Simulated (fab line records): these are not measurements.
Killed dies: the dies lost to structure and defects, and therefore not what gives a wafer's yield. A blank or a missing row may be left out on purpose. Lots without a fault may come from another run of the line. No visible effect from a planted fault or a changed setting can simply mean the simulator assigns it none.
Which tool was responsible? :: flow nandHarc :: 13 lots with 39 wafers sampled at 5 steps, on a route of 1302 steps

== WHAT THE GAUGES SHOWED, per wafer ==
NHARC_P_M2_INSPECT_11. Usual: 4.6 for rawDefectCount, sd 2.4.
lot: L551
measured: day 6 13:43
on: defectInspect-01
rawDefectCount: 8 6 11
flag: 

lot: L553
measured: day 7 14:02
on: defectInspect-02
rawDefectCount: 4 7 3
flag: 

lot: L554
measured: day 7 21:58
on: defectInspect-01
rawDefectCount: 5 9 7
flag: 

lot: L555
measured: day 8 11:31
on: defectInspect-02
rawDefectCount: 1 6 2
flag: 

lot: L556
measured: day 8 16:20
on: defectInspect-02
rawDefectCount: 6 9 7
flag: 

lot: L558
measured: day 9 18:07
on: defectInspect-02
rawDefectCount: 3 2 10
flag: 

lot: L559
measured: day 10 00:26
on: defectInspect-01
rawDefectCount: 4 2 4
flag: 

lot: L568
measured: day 13 18:21
on: defectInspect-01
rawDefectCount: 9 9 6
flag: 

lot: L569
measured: day 14 04:04
on: defectInspect-01
rawDefectCount: 5 7 8
flag: 

lot: L570
measured: day 14 19:37
on: defectInspect-01
rawDefectCount: 3 4 4
flag: 

lot: L571
measured: day 14 23:30
on: defectInspect-01
rawDefectCount: 4 7 5
flag: 

lot: L572
measured: day 15 14:15
on: defectInspect-01
rawDefectCount: 5 3 3
flag: 

lot: L573
measured: day 15 21:28
on: defectInspect-01
rawDefectCount: 3 6 2
flag: 

NHARC_END_SORT_01. Usual: for defectLimitedYield, 90 % with a standard deviation of 3.8; for killedAtArray, 61 with a standard deviation of 26; for killedAtOther, 0.8 with a standard deviation of 1.1; for killedAtPeriphery, 4.0 with a standard deviation of 2.6; for killedDies, 66 with a standard deviation of 26; for killedOpen, 3.1 with a standard deviation of 1.7; for killedShort, 2.5 with a standard deviation of 1.5.
lot: L559
measured: day 27 20:20
on: prober-01
defectLimitedYield (%): 0 0 0
killedAtArray: 32 34 34
killedAtOther: 1 1 1
killedAtPeriphery: 644 642 642
killedDies: 677 677 677
killedOpen: 5 1 1
killedShort: 2 2 5
flag: OFF

lot: L568
measured: day 31 18:36
on: prober-01
defectLimitedYield (%): 92 91 93
killedAtArray: 46 54 46
killedAtOther: 0 0 0
killedAtPeriphery: 5 6 3
killedDies: 51 60 49
killedOpen: 1 3 1
killedShort: 1 4 4
flag: 

== WHAT TOOL EACH LOT RAN ON (gives the tool, then ch and the chambers of the sampled wafers, and finally the start) ==
lot: L551
NHARC_P_M2_DESCUM_14: rieDiel-05 ch 0,3, day 6 13:47
NHARC_P_M2_ETCH_15: rieDiel-05 ch 0,3, day 6 15:02 or earlier
NHARC_P_M2_PVD_21: pvdSputter-01, day 6 15:02

lot: L553
NHARC_P_M2_DESCUM_14: rieDiel-06 ch 0,1, day 7 14:06
NHARC_P_M2_ETCH_15: rieDiel-06 ch 0,2, day 7 15:22 or earlier
NHARC_P_M2_PVD_21: pvdSputter-02, day 7 15:22

lot: L554
NHARC_P_M2_DESCUM_14: rieDiel-05 ch 0,3, day 7 22:02
NHARC_P_M2_ETCH_15: rieDiel-05 ch 1,2, day 7 23:16 or earlier
NHARC_P_M2_PVD_21: pvdSputter-01, day 7 23:16

lot: L555
NHARC_P_M2_DESCUM_14: rieDiel-05 ch 0,1, day 8 11:35
NHARC_P_M2_ETCH_15: rieDiel-05 ch 0,1,3, day 8 12:49 or earlier
NHARC_P_M2_PVD_21: pvdSputter-01, day 8 12:49

lot: L556
NHARC_P_M2_DESCUM_14: rieDiel-06 ch 0,1,2, day 8 16:24
NHARC_P_M2_ETCH_15: rieDiel-06 ch 1,2,3, day 8 17:41 or earlier
NHARC_P_M2_PVD_21: pvdSputter-02, day 8 17:41

lot: L558
NHARC_P_M2_DESCUM_14: rieDiel-06 ch 0,2, day 9 18:11
NHARC_P_M2_ETCH_15: rieDiel-06 ch 0,1,2, day 9 19:26 or earlier
NHARC_P_M2_PVD_21: pvdSputter-01, day 9 19:26

lot: L559
NHARC_P_M2_DESCUM_14: rieDiel-05 ch 0,1, day 10 00:30
NHARC_P_M2_ETCH_15: rieDiel-05 ch 2,3, day 10 01:45 or earlier
NHARC_P_M2_PVD_21: pvdSputter-02, day 10 01:45

lot: L568
NHARC_P_M2_DESCUM_14: rieDiel-05 ch 1,2,3, day 13 18:25
NHARC_P_M2_ETCH_15: rieDiel-05 ch 0,2,3, day 13 19:41 or earlier
NHARC_P_M2_PVD_21: pvdSputter-02, day 13 19:41

lot: L569
NHARC_P_M2_DESCUM_14: rieDiel-05 ch 0,1,3, day 14 04:07
NHARC_P_M2_ETCH_15: rieDiel-05 ch 0,1,2, day 14 05:25 or earlier
NHARC_P_M2_PVD_21: pvdSputter-01, day 14 05:25

lot: L570
NHARC_P_M2_DESCUM_14: rieDiel-04 ch 1,2, day 14 19:41
NHARC_P_M2_ETCH_15: rieDiel-04 ch 1,2,3, day 14 20:59 or earlier
NHARC_P_M2_PVD_21: pvdSputter-01, day 14 20:59

lot: L571
NHARC_P_M2_DESCUM_14: rieDiel-06 ch 1,2, day 14 23:34
NHARC_P_M2_ETCH_15: rieDiel-06 ch 1,2, day 15 00:55 or earlier
NHARC_P_M2_PVD_21: pvdSputter-02, day 15 00:55

lot: L572
NHARC_P_M2_DESCUM_14: rieDiel-04 ch 0,1,2, day 15 14:19
NHARC_P_M2_ETCH_15: rieDiel-04 ch 0,2, day 15 15:35 or earlier
NHARC_P_M2_PVD_21: pvdSputter-01, day 15 15:35

lot: L573
NHARC_P_M2_DESCUM_14: rieDiel-05 ch 0,2,3, day 15 21:32
NHARC_P_M2_ETCH_15: rieDiel-05 ch 0,1,2, day 15 22:46 or earlier
NHARC_P_M2_PVD_21: pvdSputter-02, day 15 22:46
- NHARC_P_M2_DESCUM_14: chemistry O2, time 3 s.
- NHARC_P_M2_ETCH_15: etches the open film in C4F8/Ar, target depth 182.5 nm, time 91.2 s.
- NHARC_P_M2_PVD_21: deposits Cu, target thk 30 nm, time 20.49 s.

== WHAT THE TOOLS THEMSELVES READ (means of the sampled wafers that have a number; where no wafer has one, the mark that the record gives instead) ==
NHARC_P_M2_DESCUM_14. Usual: drypumpMotorCurrentA 5.6 A, standard deviation 0.37; o2FlowSccm 200.1 sccm, standard deviation 0.56; oesProductAu 0.999 a.u., standard deviation 0.011; rfVppV 57.9 V, standard deviation 0.81; showerheadPlenumPTorr 1.96 Torr, standard deviation 0.068; throttleValvePct 11.312 %, standard deviation 0.0089.
lot: L551
tool: rieDiel-05
drypumpMotorCurrentA (A): 5.6
o2FlowSccm (sccm): 200.7
oesProductAu (a.u.): 1.012
rfVppV (V): 57.7
showerheadPlenumPTorr (Torr): 1.94
throttleValvePct (%): 11.309
flag: 

lot: L553
tool: rieDiel-06
drypumpMotorCurrentA (A): 5.8
o2FlowSccm (sccm): 200.4
oesProductAu (a.u.): 0.990
rfVppV (V): 57.8
showerheadPlenumPTorr (Torr): 1.97
throttleValvePct (%): 11.317
flag: 

lot: L554
tool: rieDiel-05
drypumpMotorCurrentA (A): 5.6
o2FlowSccm (sccm): 200.1
oesProductAu (a.u.): 1.003
rfVppV (V): 58.2
showerheadPlenumPTorr (Torr): 1.94
throttleValvePct (%): 11.312
flag: 

lot: L555
tool: rieDiel-05
drypumpMotorCurrentA (A): 5.6
o2FlowSccm (sccm): 200.2
oesProductAu (a.u.): 1.001
rfVppV (V): 57.2
showerheadPlenumPTorr (Torr): 2.03
throttleValvePct (%): 11.312
flag: 

lot: L556
tool: rieDiel-06
drypumpMotorCurrentA (A): 5.7
o2FlowSccm (sccm): 199.8
oesProductAu (a.u.): 1.001
rfVppV (V): 57.7
showerheadPlenumPTorr (Torr): 1.93
throttleValvePct (%): 11.317
flag: 

lot: L558
tool: rieDiel-06
drypumpMotorCurrentA (A): 5.6
o2FlowSccm (sccm): 200.1
oesProductAu (a.u.): 1.001
rfVppV (V): 57.5
showerheadPlenumPTorr (Torr): 1.89
throttleValvePct (%): 11.307
flag: 

lot: L559
tool: rieDiel-05
drypumpMotorCurrentA (A): 5.6
o2FlowSccm (sccm): 200.6
oesProductAu (a.u.): 1.000
rfVppV (V): 58.0
showerheadPlenumPTorr (Torr): 2.03
throttleValvePct (%): 11.315
flag: 

lot: L568
tool: rieDiel-05
drypumpMotorCurrentA (A): 5.3
o2FlowSccm (sccm): 200.4
oesProductAu (a.u.): 0.989
rfVppV (V): 57.9
showerheadPlenumPTorr (Torr): 1.99
throttleValvePct (%): 11.314
flag: 

lot: L569
tool: rieDiel-05
drypumpMotorCurrentA (A): 5.6
o2FlowSccm (sccm): 200.4
oesProductAu (a.u.): 1.000
rfVppV (V): 57.6
showerheadPlenumPTorr (Torr): 1.98
throttleValvePct (%): 11.308
flag: 

lot: L570
tool: rieDiel-04
drypumpMotorCurrentA (A): 5.7
o2FlowSccm (sccm): 200.7
oesProductAu (a.u.): 1.002
rfVppV (V): 57.5
showerheadPlenumPTorr (Torr): 1.91
throttleValvePct (%): 11.308
flag: 

lot: L571
tool: rieDiel-06
drypumpMotorCurrentA (A): 5.9
o2FlowSccm (sccm): 200.0
oesProductAu (a.u.): 1.002
rfVppV (V): 58.1
showerheadPlenumPTorr (Torr): 1.94
throttleValvePct (%): 11.322
flag: 

lot: L572
tool: rieDiel-04
drypumpMotorCurrentA (A): 5.6
o2FlowSccm (sccm): 200.3
oesProductAu (a.u.): 1.017
rfVppV (V): 57.3
showerheadPlenumPTorr (Torr): 1.88
throttleValvePct (%): 11.313
flag: 

lot: L573
tool: rieDiel-05
drypumpMotorCurrentA (A): 5.6
o2FlowSccm (sccm): 200.1
oesProductAu (a.u.): 0.992
rfVppV (V): 58.2
showerheadPlenumPTorr (Torr): 1.98
throttleValvePct (%): 11.312
flag: 

NHARC_P_M2_ETCH_15. Usual: biasW 300.0 W, standard deviation 0.84; oesProductAu 0.943 a.u., standard deviation 0.022; rfVppV 442.2 V, standard deviation 2.2.
lot: L551
tool: rieDiel-05
biasW (W): 299.8
oesProductAu (a.u.): 0.978
rfVppV (V): 442.8
flag: 

lot: L553
tool: rieDiel-06
biasW (W): 300.1
oesProductAu (a.u.): 0.933
rfVppV (V): 440.4
flag: 

lot: L554
tool: rieDiel-05
biasW (W): 300.6
oesProductAu (a.u.): 0.957
rfVppV (V): 444.9
flag: 

lot: L555
tool: rieDiel-05
biasW (W): 300.0
oesProductAu (a.u.): 0.931
rfVppV (V): 442.4
flag: 

lot: L556
tool: rieDiel-06
biasW (W): 299.4
oesProductAu (a.u.): 0.937
rfVppV (V): 441.6
flag: 

lot: L558
tool: rieDiel-06
biasW (W): 299.7
oesProductAu (a.u.): 0.922
rfVppV (V): 441.8
flag: 

lot: L559
tool: rieDiel-05
biasW (W): 299.1
oesProductAu (a.u.): 0.927
rfVppV (V): 442.8
flag: 

lot: L568
tool: rieDiel-05
biasW (W): 299.8
oesProductAu (a.u.): 0.973
rfVppV (V): 443.4
flag: 

lot: L569
tool: rieDiel-05
biasW (W): 299.5
oesProductAu (a.u.): 0.955
rfVppV (V): 444.8
flag: 

lot: L570
tool: rieDiel-04
biasW (W): 300.8
oesProductAu (a.u.): 0.934
rfVppV (V): 441.4
flag: 

lot: L571
tool: rieDiel-06
biasW (W): 300.6
oesProductAu (a.u.): 0.960
rfVppV (V): 441.2
flag: 

lot: L572
tool: rieDiel-04
biasW (W): 300.5
oesProductAu (a.u.): 0.925
rfVppV (V): 440.6
flag: 

lot: L573
tool: rieDiel-05
biasW (W): 299.6
oesProductAu (a.u.): 0.970
rfVppV (V): 443.9
flag: 

NHARC_P_M2_PVD_21. Usual: cathodeDcPowerW 5000.1 W, standard deviation 0.91; chamberPressurePa 5.001 Pa, standard deviation 0.01; throttleValvePct 30.6 %, standard deviation 0.79.
lot: L551
tool: pvdSputter-01
cathodeDcPowerW (W): 5000.1
chamberPressurePa (Pa): 4.999
throttleValvePct (%): 30.6
flag: 

lot: L553
tool: pvdSputter-02
cathodeDcPowerW (W): 5000.4
chamberPressurePa (Pa): 5.010
throttleValvePct (%): 30.3
flag: 

lot: L554
tool: pvdSputter-01
cathodeDcPowerW (W): 5000.2
chamberPressurePa (Pa): 5.003
throttleValvePct (%): 30.4
flag: 

lot: L555
tool: pvdSputter-01
cathodeDcPowerW (W): 4999.7
chamberPressurePa (Pa): 4.998
throttleValvePct (%): 30.7
flag: 

lot: L556
tool: pvdSputter-02
cathodeDcPowerW (W): 5000.9
chamberPressurePa (Pa): 5.005
throttleValvePct (%): 30.6
flag: 

lot: L558
tool: pvdSputter-01
cathodeDcPowerW (W): -
chamberPressurePa (Pa): -
throttleValvePct (%): -
flag: OFF

lot: L559
tool: pvdSputter-02
cathodeDcPowerW (W): -
chamberPressurePa (Pa): -
throttleValvePct (%): -
flag: OFF

lot: L568
tool: pvdSputter-02
cathodeDcPowerW (W): 5000.0
chamberPressurePa (Pa): 5.007
throttleValvePct (%): 30.5
flag: 

lot: L569
tool: pvdSputter-01
cathodeDcPowerW (W): 5000.4
chamberPressurePa (Pa): 5.002
throttleValvePct (%): 30.2
flag: 

lot: L570
tool: pvdSputter-01
cathodeDcPowerW (W): 5000.4
chamberPressurePa (Pa): 5.002
throttleValvePct (%): 30.9
flag: 

lot: L571
tool: pvdSputter-02
cathodeDcPowerW (W): 5000.4
chamberPressurePa (Pa): 4.995
throttleValvePct (%): 31.3
flag: 

lot: L572
tool: pvdSputter-01
cathodeDcPowerW (W): 4999.6
chamberPressurePa (Pa): 5.000
throttleValvePct (%): 30.1
flag: 

lot: L573
tool: pvdSputter-02
cathodeDcPowerW (W): 5000.6
chamberPressurePa (Pa): 4.996
throttleValvePct (%): 31.3
flag: 

== THE ANSWER, worked out from the rows above alone ==
Rule: a lot is off if the mean of its wafers that have a number lies more than 3 standard deviations from the usual mean. Also off: a lot with no number at a reading for which 4 or more lots have one. All remaining lots with rows at the step are treated as sound. The gauges are gone through in route order, then the tools' own readings, and for those a lot's mean is taken as printed above. The first step at which some lot is off is used, and at that step the reading that is off furthest; a lot without a number counts as furthest.
Off at NHARC_END_SORT_01 (killedAtPeriphery): L559. Neither off nor sound, because the step has no rows for them: L551, L553, L554, L555, L556, L558, L569, L570, L571, L572, L573.
A tool fits if, at a process step before that reading, it ran every lot that is off, and no sound lot after the first of them. Not tried: the gauges at NHARC_END_SORT_01; whatever is off there is also off at NHARC_P_M2_PVD_21, on other tools, and gauge error can't account for it. NHARC_P_M2_ETCH_15: start missing for some lots; hours and lot order therefore follow NHARC_P_M2_PVD_21. No candidate that was tried fits.

== WHAT THE SIMULATOR HAD INSERTED ==
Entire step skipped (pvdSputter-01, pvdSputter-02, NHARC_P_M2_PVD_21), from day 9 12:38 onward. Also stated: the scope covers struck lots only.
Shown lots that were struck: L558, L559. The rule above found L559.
